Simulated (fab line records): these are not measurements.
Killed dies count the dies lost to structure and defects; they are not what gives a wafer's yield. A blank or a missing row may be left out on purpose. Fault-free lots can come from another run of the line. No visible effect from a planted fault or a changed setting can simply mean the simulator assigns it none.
Which of the tools did it? -- flow nand-harc -- 24 lots with 72 wafers sampled at 6 steps, on a route of 1302 steps

== WHAT EACH GAUGE READ, for each wafer ==
NHARC_P_CONTACT_INSPECT_14.
lot,measured,on,raw-defect-count
L074,day 5 17:11,defect-inspect-01,4 3 1
L075,day 6 07:43,defect-inspect-02,6 4 8
L076,day 6 16:35,defect-inspect-02,3 7 2
L077,day 7 05:14,defect-inspect-02,4 4 4
L078,day 7 13:04,defect-inspect-02,3 6 3
L079,day 8 03:44,defect-inspect-02,4 3 3
L080,day 8 04:50,defect-inspect-01,3 1 4
L082,day 9 01:56,defect-inspect-02,5 3 3
L081,day 9 02:43,defect-inspect-02,5 6 2
L083,day 9 18:17,defect-inspect-02,2 6 2
L084,day 10 03:47,defect-inspect-01,9 3 8
L085,day 10 09:58,defect-inspect-02,13 9 6
L086,day 10 18:26,defect-inspect-01,1 0 1
L087,day 11 22:20,defect-inspect-01,5 6 0
L088,day 12 00:44,defect-inspect-01,10 6 8
L089,day 12 03:30,defect-inspect-01,10 7 7
L090,day 12 12:46,defect-inspect-02,3 3 4
L091,day 13 01:38,defect-inspect-01,4 1 2
L092,day 13 12:50,defect-inspect-01,7 10 8
L093,day 13 23:25,defect-inspect-01,5 5 9
L094,day 14 04:35,defect-inspect-01,6 6 3
L095,day 14 16:38,defect-inspect-02,4 4 4
L096,day 15 00:18,defect-inspect-02,7 1 2
L097,day 15 12:32,defect-inspect-02,3 7 3

NHARC_P_CONTACT_CD_MEAS_19.
lot,measured,on,cd-nm (nm)
L074,day 5 18:07,cd-sem-02,85.9 85.2 87.8
L075,day 6 08:40,cd-sem-02,90.6 91.7 89.7
L076,day 6 17:31,cd-sem-01,89.9 85.1 87.7
L077,day 7 06:14,cd-sem-01,93.8 89.9 92.2
L078,day 7 14:00,cd-sem-02,87.2 86.2 90.5
L079,day 8 04:40,cd-sem-01,87.7 87.5 85.4
L080,day 8 05:47,cd-sem-03,91.0 92.4 93.3
L082,day 9 02:52,cd-sem-03,89.9 88.6 89.7
L081,day 9 03:38,cd-sem-03,90.0 94.4 92.2
L083,day 9 19:13,cd-sem-02,90.2 89.8 91.2
L084,day 10 04:43,cd-sem-02,91.1 90.5 87.6
L085,day 10 10:53,cd-sem-02,89.8 94.0 91.7
L086,day 10 19:22,cd-sem-02,88.8 88.3 89.0
L087,day 11 23:17,cd-sem-02,87.6 88.0 89.0
L088,day 12 01:49,cd-sem-02,92.6 91.3 89.4
L089,day 12 04:26,cd-sem-03,86.9 88.9 88.2
L090,day 12 13:42,cd-sem-02,88.3 85.0 88.8
L091,day 13 02:34,cd-sem-01,91.7 91.3 89.5
L092,day 13 13:46,cd-sem-01,88.0 88.4 82.3
L093,day 14 00:22,cd-sem-03,91.4 89.3 86.5
L094,day 14 05:31,cd-sem-02,88.8 87.5 93.1
L095,day 14 17:34,cd-sem-01,88.2 85.9 88.7
L096,day 15 01:14,cd-sem-01,86.2 90.2 89.2
L097,day 15 13:28,cd-sem-01,86.8 87.5 84.1

NHARC_P_M0_INSPECT_11.
lot,measured,on,raw-defect-count
L074,day 5 21:16,defect-inspect-02,8 3 5
L075,day 6 11:50,defect-inspect-01,5 4 9
L076,day 6 20:38,defect-inspect-02,5 7 3
L077,day 7 09:36,defect-inspect-01,4 9 2
L078,day 7 17:07,defect-inspect-01,5 4 7
L079,day 8 07:49,defect-inspect-01,4 3 3
L080,day 8 09:09,defect-inspect-01,4 2 4
L082,day 9 05:58,defect-inspect-01,1 6 2
L081,day 9 06:55,defect-inspect-01,8 5 1
L083,day 9 22:22,defect-inspect-02,3 7 6
L084,day 10 07:50,defect-inspect-01,9 6 5
L085,day 10 14:12,defect-inspect-01,13 9 7
L086,day 10 22:29,defect-inspect-01,2 4 1
L087,day 12 02:30,defect-inspect-01,4 3 3
L088,day 12 05:28,defect-inspect-02,10 9 6
L089,day 12 16:28,defect-inspect-02,6 7 6
L090,day 12 18:49,defect-inspect-01,5 4 2
L091,day 13 05:51,defect-inspect-01,1 1 4
L092,day 13 16:59,defect-inspect-01,6 8 7
L093,day 14 03:28,defect-inspect-01,5 2 4
L094,day 14 09:17,defect-inspect-02,7 15 6
L095,day 14 20:47,defect-inspect-02,1 4 2
L096,day 15 04:20,defect-inspect-02,7 2 4
L097,day 15 16:44,defect-inspect-02,0 4 1

== WHAT TOOL EACH LOT RAN ON (gives the tool, then ch and the chambers of the sampled wafers, and finally the start) ==
lot,NHARC_P_GATE_STRIP_113,NHARC_P_CONTACT_CMP_01,NHARC_P_CONTACT_PVD_32
L074,"plasma-asher-02 ch 1, day 5 12:55","cmp-01 ch 0,2, day 5 16:23","pvd-sputter-03, day 5 21:16 or earlier"
L075,"plasma-asher-02 ch 0,1, day 6 03:27","cmp-01 ch 0,1,2, day 6 06:46","pvd-sputter-01, day 6 11:50 or earlier"
L076,"plasma-asher-01 ch 0,1, day 6 12:28","cmp-03 ch 1,2,3, day 6 15:38","pvd-sputter-01, day 6 20:38 or earlier"
L077,"plasma-asher-02 ch 0,1, day 7 00:54","cmp-03 ch 1,2,3, day 7 04:22","pvd-sputter-01, day 7 09:36 or earlier"
L078,"plasma-asher-01 ch 0,1, day 7 08:55","cmp-03 ch 0,1,2, day 7 12:16","pvd-sputter-03, day 7 17:07 or earlier"
L079,"plasma-asher-02 ch 1, day 7 23:20","cmp-03 ch 0,1,3, day 8 02:49","pvd-sputter-02, day 8 07:49 or earlier"
L080,"plasma-asher-02 ch 0,1, day 8 00:25","cmp-01 ch 0,1, day 8 03:55","pvd-sputter-01, day 8 09:09 or earlier"
L082,"plasma-asher-02 ch 0,1, day 8 21:47","cmp-01 ch 2,3, day 9 01:06","pvd-sputter-01, day 9 05:58 or earlier"
L081,"plasma-asher-01 ch 0,1, day 8 22:17","cmp-03 ch 1,2, day 9 01:45","pvd-sputter-01, day 9 06:55 or earlier"
L083,"plasma-asher-01 ch 0,1, day 9 13:49","cmp-02 ch 1,3, day 9 17:28","pvd-sputter-01, day 9 22:22 or earlier"
L084,"plasma-asher-01 ch 0,1, day 9 23:37","cmp-02 ch 0,1,2, day 10 02:56","pvd-sputter-03, day 10 07:50 or earlier"
L085,"plasma-asher-02 ch 0,1, day 10 05:41","cmp-02 ch 2,3, day 10 09:01","pvd-sputter-02, day 10 14:12 or earlier"
L086,"plasma-asher-02 ch 0,1, day 10 14:10","cmp-01 ch 0,1,2, day 10 17:31","pvd-sputter-02, day 10 22:29 or earlier"
L087,"plasma-asher-01 ch 0,1, day 11 18:26","cmp-01 ch 0,2,3, day 11 21:26","pvd-sputter-03, day 12 02:30 or earlier"
L088,"plasma-asher-01 ch 0,1, day 11 20:29","cmp-02 ch 0,1,2, day 11 23:47","pvd-sputter-03, day 12 05:28 or earlier"
L089,"plasma-asher-01 ch 0,1, day 11 23:13","cmp-03 ch 0,1,2, day 12 02:34","pvd-sputter-03, day 12 16:28 or earlier"
L090,"plasma-asher-02 ch 0,1, day 12 08:30","cmp-02 ch 0,1,3, day 12 11:49","pvd-sputter-03, day 12 18:49 or earlier"
L091,"plasma-asher-01 ch 0,1, day 12 21:14","cmp-03 ch 2,3, day 13 00:49","pvd-sputter-03, day 13 05:51 or earlier"
L092,"plasma-asher-02 ch 1, day 13 08:40","cmp-01 ch 2,3, day 13 12:02","pvd-sputter-01, day 13 16:59 or earlier"
L093,"plasma-asher-01 ch 0,1, day 13 19:23","cmp-03 ch 0,3, day 13 22:28","pvd-sputter-02, day 14 03:28 or earlier"
L094,"plasma-asher-01 ch 0,1, day 14 00:23","cmp-03 ch 0,2,3, day 14 03:49","pvd-sputter-03, day 14 09:17 or earlier"
L095,"plasma-asher-01 ch 0,1, day 14 12:29","cmp-02 ch 0,1,3, day 14 15:49","pvd-sputter-03, day 14 20:47 or earlier"
L096,"plasma-asher-02 ch 0,1, day 14 20:15","cmp-03 ch 0,2,3, day 14 23:23","pvd-sputter-03, day 15 04:20 or earlier"
L097,"plasma-asher-02 ch 1, day 15 08:23","cmp-01 ch 0,1,2, day 15 11:43","pvd-sputter-01, day 15 16:44 or earlier"
- NHARC_P_GATE_STRIP_113: strips in N2/H2, time 740 s.
- NHARC_P_CONTACT_CMP_01: polishes SiO2, target thk 200 nm.
- NHARC_P_CONTACT_PVD_32: deposits Ti, target thk 5 nm, time 17.7 s.

== AS READ BY THE TOOLS THEMSELVES (means over the sampled wafers that have a number; for cases with no such wafer, the mark the record gives instead) ==
NHARC_P_GATE_STRIP_113.
lot,tool,drypump-motor-current-A (A),heater-power-w (W)
L074,plasma-asher-02,5.1,94
L075,plasma-asher-02,5.3,92
L076,plasma-asher-01,6.1,92
L077,plasma-asher-02,5.4,84
L078,plasma-asher-01,6.0,93
L079,plasma-asher-02,5.1,94
L080,plasma-asher-02,5.4,84
L082,plasma-asher-02,5.4,84
L081,plasma-asher-01,6.1,96
L083,plasma-asher-01,6.1,96
L084,plasma-asher-01,6.0,95
L085,plasma-asher-02,5.4,84
L086,plasma-asher-02,5.4,84
L087,plasma-asher-01,6.1,95
L088,plasma-asher-01,6.1,97
L089,plasma-asher-01,6.1,95
L090,plasma-asher-02,5.4,85
L091,plasma-asher-01,6.3,100
L092,plasma-asher-02,5.1,95
L093,plasma-asher-01,6.3,99
L094,plasma-asher-01,6.1,95
L095,plasma-asher-01,6.1,95
L096,plasma-asher-02,5.4,86
L097,plasma-asher-02,5.1,94

NHARC_P_CONTACT_CMP_01.
lot,tool,motor-current-A (A)
L074,cmp-01,12.3
L075,cmp-01,11.7
L076,cmp-03,12.4
L077,cmp-03,12.3
L078,cmp-03,11.9
L079,cmp-03,12.6
L080,cmp-01,11.8
L082,cmp-01,12.3
L081,cmp-03,12.9
L083,cmp-02,10.6
L084,cmp-02,12.9
L085,cmp-02,10.6
L086,cmp-01,11.8
L087,cmp-01,12.2
L088,cmp-02,12.5
L089,cmp-03,12.5
L090,cmp-02,12.7
L091,cmp-03,12.5
L092,cmp-01,12.4
L093,cmp-03,12.7
L094,cmp-03,12.2
L095,cmp-02,12.2
L096,cmp-03,12.6
L097,cmp-01,11.6

NHARC_P_CONTACT_PVD_32.
lot,tool,throttle-valve-pct (%)
L074,pvd-sputter-03,30.3
L075,pvd-sputter-01,29.8
L076,pvd-sputter-01,29.6
L077,pvd-sputter-01,30.2
L078,pvd-sputter-03,30.0
L079,pvd-sputter-02,30.2
L080,pvd-sputter-01,28.0
L082,pvd-sputter-01,29.0
L081,pvd-sputter-01,29.6
L083,pvd-sputter-01,30.3
L084,pvd-sputter-03,30.3
L085,pvd-sputter-02,30.0
L086,pvd-sputter-02,30.2
L087,pvd-sputter-03,29.6
L088,pvd-sputter-03,29.6
L089,pvd-sputter-03,29.8
L090,pvd-sputter-03,30.0
L091,pvd-sputter-03,28.7
L092,pvd-sputter-01,30.6
L093,pvd-sputter-02,30.8
L094,pvd-sputter-03,30.0
L095,pvd-sputter-03,29.5
L096,pvd-sputter-03,30.4
L097,pvd-sputter-01,30.2

== THE ANSWER, worked out from the rows above alone ==
Rule: what is usual is taken from the lots themselves. The widest of any qualifying gaps counts: lots, ordered by their means at a reading, are off when they make up no more than a third of the lots, leave a main group of 4 or more, and stand apart from it by 3 or more times the standard deviation of that group's means. The tables above print the reading to a certain number of digits; a main group whose means all agree to those digits is not used. Also off: a lot with no number at a reading for which 4 or more lots have one. Any other lot the step has rows for is counted as sound. First the gauges in route order, then the tools' own readings, where a lot's mean is used as printed above. The first step at which some lot is off is used, and at that step the reading that is off furthest; a lot without a number counts as furthest.
Nothing can be told from this: no lot is off at any reading shown.

== WHAT HAD BEEN PUT IN BY THE SIMULATOR ==
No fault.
